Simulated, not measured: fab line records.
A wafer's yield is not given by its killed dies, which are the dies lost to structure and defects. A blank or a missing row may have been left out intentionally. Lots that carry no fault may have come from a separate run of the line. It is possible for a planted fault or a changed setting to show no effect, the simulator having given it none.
fab line records	flow n5Finfet
[record] lots = 7	wafers = 19	lastDay = 18
route steps=1938 shown BEOL_M1@781 BEOL_M4@1111
lots untouched by any fault: they come from a run of this same line in which no faults occurred
startH: hours from the record's opening day to when the first of the lot's shown wafers began	waitH: how many hours have passed since the lot's step before this one	" same as the row above	L1.1+2: one row covering several wafers at once	- no value present, or no start provided	* or withheld: withheld	< > ~ a bound
route shown NAME@n: a module of which the file shows steps, and the number in the route of the first	usual: mean/standard deviation taken from wafers without a fault	same: alike in all rows	chamber/n: place in a boat	sites: each site's reading	_std_site: how widely they spread, as a standard deviation	_edge_site: outer sites' mean less inner sites'	radiusMm: how far each site lies from the wafer's centre	mask NAME#n: copy n	behind: the tool/chamber that last shaped the wafer	hold: why the lot went on hold/how many hours it stayed there/how the hold came to an end	device: names the non-switching transistor (n, p or np)	end of line: tests run on the same wafers once the route is complete	a step with no rows: only its recipe	killed: dies lost to structure and defects at the first sort, not the wafer's yield	map: the dies of a wafer, with x for killed, . for not killed, _ for no die there
set.NAME: the setting that was run; set.NAME@STEP: the one run at that earlier step	model.NAME: the simulator's own value behind a step, which no gauge read
lots at selected steps of the route; one table per step, one row per wafer
services: the hour from which a tool's chamber was out of use, counted from the record's first day as startH (under 0 if before that day), plus the number of hours and why
[[steps]]
[step N5_BEOL_M1_EBR_24]
[recipe] solvent = PGMEA	ebrWidthMm = 1.5
[step N5_BEOL_M1_SOFTBAKE_23]
[recipe] tempC = 110	timeS = 60	resist = CAR-EUV
[step N5_BEOL_M1_EXPOSE_25]
[recipe] maskId = V0	na = 0.33	sourceShape = quasar	sigmaInner = 0.2	sigmaOuter = 0.8	polarization = unpolarized	defocusNm = 5	targetCdNm = 24	doseMj = 63
[step N5_BEOL_M1_PEB_26]
[recipe] pebTempC = 100	pebTimeS = 60	resist = CAR-EUV
[step N5_BEOL_M1_DEVELOP_27]
[recipe] developTimeS = 30	developer = TMAH	resist = CAR-EUV	rinseLiquid = surfactantRinse	dry = airSpin	devTempC = 23
[step N5_BEOL_M1_CD_MEAS_28]
[recipe] landingEnergyEv = 500	detector = seInlens	targetCdYNm = 23.3
[usual] cdNm = 24.06/0.27
lot.wafer	tool	chamber	startH	waitH	cdNm
L508.1	cdSem-03	0	142.29	-	23.86
L508.2	"	0	"	"	24.14
L508.3	"	0	"	"	24.41
L511.1	cdSem-02	0	159.57	-	23.99
L511.5	"	0	"	"	24.10
L511.6	"	0	"	"	24.24
L513.2	cdSem-03	0	171.11	-	24.04
L513.6	"	0	"	"	24.36
L515.1	cdSem-01	0	180.19	-	24.48
L515.2	"	0	"	"	24.24
L515.4	"	0	"	"	23.73
L517.5	cdSem-02	0	196.01	-	24.22
L517.6	"	0	"	"	24.41
L522.2	cdSem-03	0	224.21	-	24.07
L522.5	"	0	"	"	24.18
L522.6	"	0	"	"	24.20
L528.3	cdSem-01	0	252.54	-	23.89
L528.5	"	0	"	"	23.71
L528.6	"	0	"	"	23.88
[step N5_BEOL_M1_OVL_MEAS_29]
[recipe] pointsPerWafer = 522
[usual] V0_OVL = -0.1/0.64
[same] pointsPerWafer = 522
lot.wafer	tool	chamber	startH	waitH	V0_OVL[nm]
L508.1	overlay-02	0	142.32	0.0	0.0
L508.2	"	0	"	"	-0.1
L508.3	"	0	"	"	-0.2
L511.1	overlay-02	0	159.60	0.0	0.0
L511.5	"	0	"	"	0.1
L511.6	"	0	"	"	-0.4
L513.2	overlay-01	0	171.14	0.0	-0.9
L513.6	"	0	"	"	-0.3
L515.1	overlay-02	0	180.22	0.0	0.3
L515.2	"	0	"	"	0.8
L515.4	"	0	"	"	1.0
L517.5	overlay-02	0	196.06	0.0	-0.8
L517.6	"	0	"	"	-0.1
L522.2	overlay-01	0	224.25	0.0	-0.7
L522.5	"	0	"	"	-0.1
L522.6	"	0	"	"	-0.9
L528.3	overlay-02	0	252.58	0.0	-0.6
L528.5	"	0	"	"	-1.0
L528.6	"	0	"	"	-0.9
[step N5_BEOL_M1_INSPECT_30]
[recipe] mode = adi	inspectInstrument = brightfield
[usual] rawDefectCount = 417/98
lot.wafer	tool	chamber	startH	waitH	rawDefectCount
L508.1	defectInspect-01	-	142.38	0.1	276
L508.2	"	-	"	"	277
L508.3	"	-	"	"	402
L511.1	defectInspect-01	-	159.66	0.1	387
L511.5	"	-	"	"	327
L511.6	"	-	"	"	357
L513.2	defectInspect-02	-	171.19	0.0	582
L513.6	"	-	"	"	404
L515.1	defectInspect-02	-	180.28	0.1	572
L515.2	"	-	"	"	422
L515.4	"	-	"	"	540
L517.5	defectInspect-01	-	196.09	0.0	306
L517.6	"	-	"	"	355
L522.2	defectInspect-02	-	224.30	0.0	421
L522.5	"	-	"	"	617
L522.6	"	-	"	"	379
L528.3	defectInspect-02	-	252.63	0.0	317
L528.5	"	-	"	"	305
L528.6	"	-	"	"	281
[step N5_BEOL_M1_DESCUM_33]
[recipe] chemistry = O2	timeS = 7	sourcePowerW = 50	biasPowerW = 20	pressureMtorr = 20	rfFrequencyHz = 2.712e+07	tempC = 40	resist = CAR-EUV	o2FlowSccm = 225
[usual] drypumpMotorCurrentA = 5.6/0.46	o2FlowSccm = 225.0/0.73	oesProductAu = 0.81/0.092	rfVppV = 243.2/1.6	showerheadPlenumPTorr = 2.10/0.085	throttleValvePct = 20.51/0.17
lot.wafer	tool	chamber	startH	waitH	drypumpMotorCurrentA	o2FlowSccm	oesProductAu	rfHoursCounterH	rfVppV	showerheadPlenumPTorr	throttleValvePct
L508.1	rieDiel-04	2	142.41	0.0	6.2	225.3	0.90	26	245.5	2.21	20.51
L508.2	"	0	"	"	4.8	224.5	0.67	251	241.7	1.98	20.65
L508.3	"	1	"	"	5.2	224.9	0.72	211	242.6	2.05	20.41
L511.1	rieDiel-02	0	159.69	0.0	5.7	224.4	0.72	182	243.5	2.09	20.73
L511.5	"	2	"	"	5.9	223.4	0.88	-	245.6	2.22	20.34
L511.6	"	1	"	"	5.1	225.3	0.96	-	242.7	2.05	20.41
L513.2	rieDiel-04	1	171.91	0.7	5.1	223.6	0.70	221	241.7	2.05	20.41
L513.6	"	1	"	"	5.2	225.1	0.71	-	242.4	2.05	20.41
L515.1	rieDiel-04	2	180.31	0.0	6.1	224.1	0.86	38	244.7	2.20	20.52
L515.2	"	0	"	"	4.8	225.3	0.94	4	246.3	2.24	20.25
L515.4	"	3	"	"	6.2	225.5	0.80	120	242.7	2.03	20.84
L517.5	rieDiel-02	3	196.14	0.0	5.7	225.6	0.92	-	242.5	2.05	20.40
L517.6	"	0	"	"	5.8	224.5	0.71	-	244.3	2.09	20.74
L522.2	rieDiel-05	0	224.33	0.0	5.4	225.7	0.70	233	241.7	1.97	20.50
L522.5	"	0	"	"	5.4	225.0	0.69	-	242.4	1.97	20.49
L522.6	"	1	"	"	6.3	224.1	0.70	-	243.2	2.08	20.78
L528.3	rieDiel-02	3	252.66	0.0	5.7	224.7	0.89	43	241.8	2.04	20.43
L528.5	"	0	"	"	5.7	224.8	0.71	-	243.0	2.08	20.76
L528.6	"	1	"	"	5.1	225.1	0.90	-	243.5	2.04	20.43
[step N5_BEOL_M1_ETCH_77]
[recipe] chemistry = N2/H2	target = underlayer	targetDepthA = 65	maskMaterial = CAR-EUV	timeS = 5.2	ionEnergyEv = 200	pressureMtorr = 30	sourceW = 840	biasW = 150	n2FlowSccm = 200	h2FlowSccm = 200	ends = cleared
[usual] drypumpMotorCurrentA = 5.6/0.46	etchRfOnTimeS = 5.18/0.14	oesProductAu = 0.69/0.084	rfVppV = 524/3.1	showerheadPlenumPTorr = 2.56/0.1	throttleValvePct = 18.01/0.18
lot.wafer	tool	chamber	startH	waitH	drypumpMotorCurrentA	etchRfOnTimeS	oesProductAu	rfHoursCounterH	rfVppV	showerheadPlenumPTorr	throttleValvePct
L508.1	rieDiel-04	2	142.45	0.0	6.2	5.06	0.76	26	527	2.70	18.03
L508.2	"	0	"	"	4.8	5.34	0.58	251	520	2.40	18.10
L508.3	"	1	"	"	5.2	5.35	0.60	211	522	2.51	17.86
L511.1	rieDiel-02	0	159.73	0.0	5.8	5.17	0.62	182	522	2.54	18.09
L511.5	"	2	"	"	5.8	5.12	0.77	-	529	2.71	17.81
L511.6	"	1	"	"	5.0	5.06	0.83	-	523	2.49	17.89
L513.2	rieDiel-04	1	171.95	0.0	5.2	5.37	0.59	221	522	2.51	17.89
L513.6	"	1	"	"	5.2	5.37	0.60	-	521	2.51	17.87
L515.1	rieDiel-04	2	180.35	0.0	6.1	5.14	0.73	38	529	2.70	18.07
L515.2	"	0	"	"	4.8	5.18	0.80	4	529	2.72	17.62
L515.4	"	3	"	"	6.2	5.19	0.67	120	521	2.47	18.28
L517.5	rieDiel-02	3	196.17	0.0	5.7	4.97	0.79	-	522	2.51	18.04
L517.6	"	0	"	"	5.7	5.11	0.61	-	524	2.53	18.11
L522.2	rieDiel-05	0	224.37	0.0	5.4	5.09	0.59	233	519	2.42	18.25
L522.5	"	0	"	"	5.4	5.09	0.59	-	519	2.42	18.20
L522.6	"	1	"	"	6.4	5.41	0.58	-	522	2.54	18.32
L528.3	rieDiel-02	3	252.70	0.0	5.7	5.07	0.76	43	521	2.50	18.04
L528.5	"	0	"	"	5.7	5.23	0.60	-	523	2.52	18.15
L528.6	"	1	"	"	5.1	5.02	0.78	-	523	2.48	17.96
[step N5_BEOL_M1_ETCH_69]
[recipe] chemistry = CF4	target = SiARC	targetDepthA = 156	maskMaterial = CAR-EUV	timeS = 26	ionEnergyEv = 80	pressureMtorr = 40	sourceW = 545	biasW = 36	Ar_flow_sccm = 100	cf4FlowSccm = 100	ends = cleared
[usual] cf4FlowSccm = 100.0/0.3	drypumpMotorCurrentA = 5.6/0.46	etchRfOnTimeS = 25.9/0.62	oesProductAu = 0.69/0.083	rfVppV = 184.2/1.3	showerheadPlenumPTorr = 2.15/0.085	throttleValvePct = 15.69/0.16
lot.wafer	tool	chamber	startH	waitH	cf4FlowSccm	drypumpMotorCurrentA	etchRfOnTimeS	oesProductAu	rfHoursCounterH	rfVppV	showerheadPlenumPTorr	throttleValvePct
L508.1	rieDiel-04	2	142.46	0.0	100.4	6.2	25.6	0.76	26	185.4	2.28	15.80
L508.2	"	0	"	"	100.3	4.8	26.6	0.58	251	181.7	2.02	15.86
L508.3	"	1	"	"	99.9	5.1	26.7	0.60	211	183.7	2.11	15.73
L511.1	rieDiel-02	0	159.74	0.0	99.8	5.8	26.2	0.62	182	184.4	2.13	15.84
L511.5	"	2	"	"	100.3	5.8	26.0	0.76	-	185.8	2.26	15.47
L511.6	"	1	"	"	100.1	5.0	25.3	0.84	-	184.4	2.12	15.65
L513.2	rieDiel-04	1	171.97	0.0	100.3	5.2	26.8	0.59	221	184.3	2.11	15.74
L513.6	"	1	"	"	99.5	5.2	26.9	0.60	-	184.3	2.11	15.76
L515.1	rieDiel-04	2	180.36	0.0	100.6	6.2	25.5	0.74	38	185.2	2.27	15.82
L515.2	"	0	"	"	99.5	4.8	25.4	0.81	4	186.4	2.27	15.35
L515.4	"	3	"	"	99.8	6.2	25.8	0.68	120	184.4	2.07	15.81
L517.5	rieDiel-02	3	196.20	0.0	99.8	5.7	25.2	0.79	-	183.1	2.09	15.51
L517.6	"	0	"	"	100.3	5.7	25.9	0.62	-	185.7	2.12	15.86
L522.2	rieDiel-05	0	224.39	0.0	100.0	5.4	25.6	0.59	233	184.0	2.02	15.77
L522.5	"	0	"	"	100.5	5.4	26.0	0.59	-	183.8	2.02	15.77
L522.6	"	1	"	"	99.9	6.3	27.2	0.59	-	183.2	2.12	15.87
L528.3	rieDiel-02	3	252.71	0.0	99.6	5.7	25.4	0.76	43	183.7	2.09	15.55
L528.5	"	0	"	"	100.3	5.8	26.1	0.61	-	182.0	2.12	15.90
L528.6	"	1	"	"	99.9	5.0	25.2	0.78	-	183.7	2.11	15.71
[step N5_BEOL_M1_ALD_98]
[recipe] material = SiO2	targetThkA = 25	tempC = 100	aldPrecursorFamily = BDEAS	aldCoReactant = O2-plasma	pulseTimeS = 1	coReactantPulseTimeS = 1	purgeTimeS = 2	coReactantPurgeTimeS = 2	aldCycles = 17	pressureTorr = 2
[usual] heaterPowerW = 78/7.7	precursorPulseHeightRel = 1.000/0.021
lot.wafer	tool	chamber	startH	waitH	heaterPowerW	precursorPulseHeightRel
L508.1	aldSin-02	3	142.55	0.1	87	0.987
L508.2	"	0	"	"	89	0.972
L508.3	"	1	"	"	76	0.996
L511.1	aldSin-04	2	159.83	0.1	80	1.023
L511.5	"	1	"	"	78	1.015
L511.6	"	0	"	"	88	0.998
L513.2	aldSin-03	3	173.16	1.2	69	1.005
L513.6	"	0	"	"	68	1.021
L515.1	aldSin-02	2	180.45	0.1	84	0.982
L515.2	"	0	"	"	88	0.972
L515.4	"	1	"	"	75	0.986
L517.5	aldSin-03	2	196.30	0.1	81	1.016
L517.6	"	1	"	"	73	0.980
L522.2	aldSin-02	0	224.57	0.2	89	1.011
L522.5	"	0	"	"	88	0.986
L522.6	"	1	"	"	77	0.992
L528.3	aldSin-02	1	252.96	0.2	77	0.983
L528.5	"	3	"	"	88	1.079
L528.6	"	2	"	"	85	1.019
[step N5_BEOL_M1_ETCHBACK_99]
[recipe] chemistry = CHF3	target = SiO2	targetDepthA = 50	timeS = 10.4	sourceW = 215	biasW = 47	Ar_flow_sccm = 200	CHF3_flow_sccm = 12	ionEnergyEv = 100	pressureMtorr = 30
[usual] drypumpMotorCurrentA = 5.6/0.47	oesProductAu = 0.82/0.096	rfVppV = 243/3.3	showerheadPlenumPTorr = 2.17/0.083	throttleValvePct = 17.16/0.18
lot.wafer	tool	chamber	startH	waitH	drypumpMotorCurrentA	oesProductAu	rfHoursCounterH	rfVppV	showerheadPlenumPTorr	throttleValvePct	model.CAR-EUV_of_BEOL_M1_COAT_22.thkNm
L508.1	rieDiel-04	0	143.60	1.0	4.8	0.67	251	239	2.03	17.32	10.4
L508.2	"	2	"	"	6.2	0.88	26	249	2.29	17.25	10.4
L508.3	"	1	"	"	5.2	0.71	212	241	2.14	17.26	10.4
L511.1	rieDiel-02	3	161.36	1.5	5.7	0.95	16	242	2.11	16.97	10.2
L511.5	"	2	"	"	5.8	0.89	-	246	2.27	16.82	10.4
L511.6	"	1	"	"	5.1	0.97	-	244	2.13	17.15	10.2
L513.2	rieDiel-04	3	175.40	2.2	6.2	1.11	118	238	2.09	17.37	9.8
L513.6	"	1	"	"	5.2	0.98	-	239	2.13	17.29	9.8
L515.1	rieDiel-04	3	184.37	3.9	6.2	0.79	121	238	2.09	17.35	10.4
L515.2	"	2	"	"	6.1	1.20	39	248	2.28	17.30	9.8
L515.4	"	0	"	"	4.8	0.93	5	243	2.29	16.85	10.4
L517.5	rieDiel-04	2	203.92	7.6	6.2	0.87	-	249	2.28	17.29	10.2
L517.6	"	3	"	"	6.2	1.10	-	238	2.08	17.40	9.8
L522.2	rieDiel-05	2	235.32	10.7	5.5	0.80	100	238	2.08	17.14	10.4
L522.5	"	0	"	"	5.3	0.68	-	249	2.02	17.16	10.4
L522.6	"	1	"	"	6.3	0.69	-	241	2.12	17.32	10.4
L528.3	rieDiel-02	2	255.26	2.3	5.8	0.85	54	244	2.25	16.90	10.4
L528.5	"	1	"	"	5.1	0.90	-	243	2.12	17.18	10.4
L528.6	"	2	"	"	5.8	0.85	-	244	2.26	16.90	10.4
[step N5_BEOL_M1_ETCH_70]
[recipe] chemistry = N2/H2	target = SOC	targetDepthA = 800	overetchA = 160	maskMaterial = SiARC	tempC = 40	timeS = 120	ionEnergyEv = 200	pressureMtorr = 30	sourceW = 840	biasW = 150	n2FlowSccm = 200	h2FlowSccm = 200
[usual] drypumpMotorCurrentA = 5.6/0.47	oesProductAu = 0.62/0.067	rfVppV = 524/3	showerheadPlenumPTorr = 2.56/0.1	throttleValvePct = 17.95/0.19
lot.wafer	tool	chamber	startH	waitH	drypumpMotorCurrentA	oesProductAu	rfHoursCounterH	rfVppV	showerheadPlenumPTorr	throttleValvePct
L508.1	rieDiel-04	0	143.64	0.0	4.8	0.51	251	519	2.41	18.05
L508.2	"	2	"	"	6.2	0.66	26	529	2.70	17.99
L508.3	"	1	"	"	5.2	0.54	212	523	2.51	17.83
L511.1	rieDiel-02	3	161.40	0.0	5.7	0.71	16	523	2.51	17.97
L511.5	"	2	"	"	5.8	0.68	-	529	2.71	17.79
L511.6	"	1	"	"	5.1	0.73	-	523	2.49	17.84
L513.2	rieDiel-04	3	175.43	0.0	6.2	0.61	118	522	2.47	18.24
L513.6	"	1	"	"	5.2	0.54	-	522	2.51	17.83
L515.1	rieDiel-04	3	184.41	0.0	6.2	0.60	121	521	2.47	18.25
L515.2	"	2	"	"	6.2	0.66	39	528	2.70	18.02
L515.4	"	0	"	"	4.8	0.71	5	528	2.72	17.59
L517.5	rieDiel-04	2	203.98	0.0	6.1	0.65	-	528	2.70	18.02
L517.6	"	3	"	"	6.2	0.60	-	521	2.47	18.25
L522.2	rieDiel-05	2	235.36	0.0	5.5	0.60	100	521	2.46	17.88
L522.5	"	0	"	"	5.4	0.53	-	519	2.42	18.19
L522.6	"	1	"	"	6.3	0.53	-	523	2.54	18.29
L528.3	rieDiel-02	2	255.30	0.0	5.8	0.65	54	527	2.70	17.85
L528.5	"	1	"	"	5.1	0.67	-	522	2.48	17.90
L528.6	"	2	"	"	5.8	0.65	-	529	2.70	17.85
[step N5_BEOL_M4_RC_MEAS_101]
[usual] DIBL_N = 36.4/1.6	DIBL_P = 36.2/1.8	IOFF_N = 0.159/0.029	IOFF_P = 0.21/0.034	ION_N = 670/12	ION_P = 459/8.2	SS_N = 71.5/0.59	SS_P = 73.2/0.54	VT_N = 250/3.3	VT_P = -250/3.7
lot.wafer	tool	chamber	startH	waitH	DIBL_N[mV/V]	DIBL_P[mV/V]	IOFF_N[nA/um]	IOFF_P[nA/um]	ION_N[uA/um]	ION_P[uA/um]	SS_N[mV/dec]	SS_P[mV/dec]	VT_N[mV]	VT_P[mV]
L508.1	prober-02	0	203.63	0.0	34.2	31.6	0.120	0.18	654	455	70.5	72.3	253	-250
L508.2	"	0	"	"	34.3	32.4	0.126	0.19	663	454	71.2	72.0	252	-245
L508.3	"	0	"	"	37.1	36.5	0.160	0.25	676	469	70.9	74.0	249	-246
L511.1	prober-02	0	217.70	0.0	36.9	38.3	0.168	0.21	670	454	71.9	73.0	248	-253
L511.5	"	0	"	"	35.8	37.0	0.154	0.19	668	457	71.7	73.5	250	-251
L511.6	"	0	"	"	36.5	38.1	0.169	0.22	677	468	72.0	73.5	249	-250
L515.1	prober-01	0	224.96	0.0	35.6	33.0	0.129	0.18	671	460	71.4	72.4	252	-250
L515.2	"	0	"	"	38.1	36.9	0.188	0.24	691	471	72.2	74.2	246	-248
L515.4	"	0	"	"	38.4	37.0	0.182	0.25	682	470	72.2	73.6	248	-245
L513.2	prober-01	0	244.11	0.2	35.9	34.4	0.120	0.15	647	438	71.3	73.7	255	-256
L513.6	"	0	"	"	37.7	36.1	0.152	0.17	670	444	71.5	73.4	251	-257
L517.5	prober-01	0	260.52	0.6	35.2	35.0	0.129	0.17	660	451	71.4	72.3	253	-253
L517.6	"	0	"	"	38.4	38.9	0.180	0.22	662	453	71.8	73.8	253	-252
L522.2	prober-01	0	288.18	0.2	34.9	34.8	0.139	0.19	677	461	71.3	73.2	251	-253
L522.5	"	0	"	"	36.2	37.2	0.160	0.23	679	470	70.8	74.1	247	-248
L522.6	"	0	"	"	35.3	35.4	0.146	0.19	666	459	70.5	73.4	250	-250
L528.3	prober-01	0	331.79	0.3	34.9	35.3	0.130	0.18	656	453	71.8	72.8	256	-250
L528.5	"	0	"	"	33.8	34.8	0.121	0.18	656	459	71.1	72.6	255	-251
L528.6	"	0	"	"	35.0	36.9	0.147	0.23	662	462	70.9	73.1	250	-249
[[services]]
tool	chamber	startH	hours	kind
rieDiel-02	1	126.64	-	clean
rieDiel-02	1	126.64	-	consumableReplace:focusRing
rieDiel-02	1	126.64	20.7	scheduledDown
rieDiel-02	1	126.64	20.7	ventCycle
rieDiel-04	3	138.80	6.5	repair
rieDiel-04	0	145.27	-	clean
rieDiel-04	0	145.27	-	consumableReplace:focusRing
rieDiel-04	0	145.27	-	consumableReplace:showerhead
rieDiel-04	0	145.27	22.0	scheduledDown
rieDiel-04	0	145.27	22.0	ventCycle
rieDiel-02	2	146.85	7.3	repair
aldSin-02	0	148.67	4.0	repair
aldSin-04	3	162.91	8.3	repair
rieDiel-02	-	174.45	5.9	repair
aldSin-03	-	177.52	14.0	pm
aldSin-03	0	177.52	14.0	ventCycle
aldSin-03	1	177.52	14.0	ventCycle
aldSin-03	2	177.52	14.0	ventCycle
aldSin-03	3	177.52	14.0	ventCycle
rieDiel-05	-	207.71	14.6	pm
aldSin-03	0	209.43	8.8	repair
aldSin-04	0	230.11	12.6	repair
rieDiel-05	1	238.66	19.1	repair
rieDiel-02	3	253.47	2.3	repair
[[key]]
[firstSign] step = N5_BEOL_M1_ETCHBACK_99	reading = oesProductAu	direction = up	sigmas = 2.9	usual = 0.82	struck = 1.10
effect none on later readings
[modelEffect] step = N5_BEOL_M1_ETCHBACK_99	value = CAR-EUV_of_BEOL_M1_COAT_22.thkNm	without = 10.25	struck = 9.8
metAt N5_BEOL_M1_ETCHBACK_99
struckWafers L513.2,L513.6,L515.2,L517.6
onsetBetween 143.60 175.40
[fault] kind = processParameterDrift	tool = rieDiel-04	chamber = -	onsetH = 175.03	steps = N5_BEOL_M1_ETCHBACK_99	channel = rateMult	offset = 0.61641	shape = step	endH = 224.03	scope = struckWafersOnly
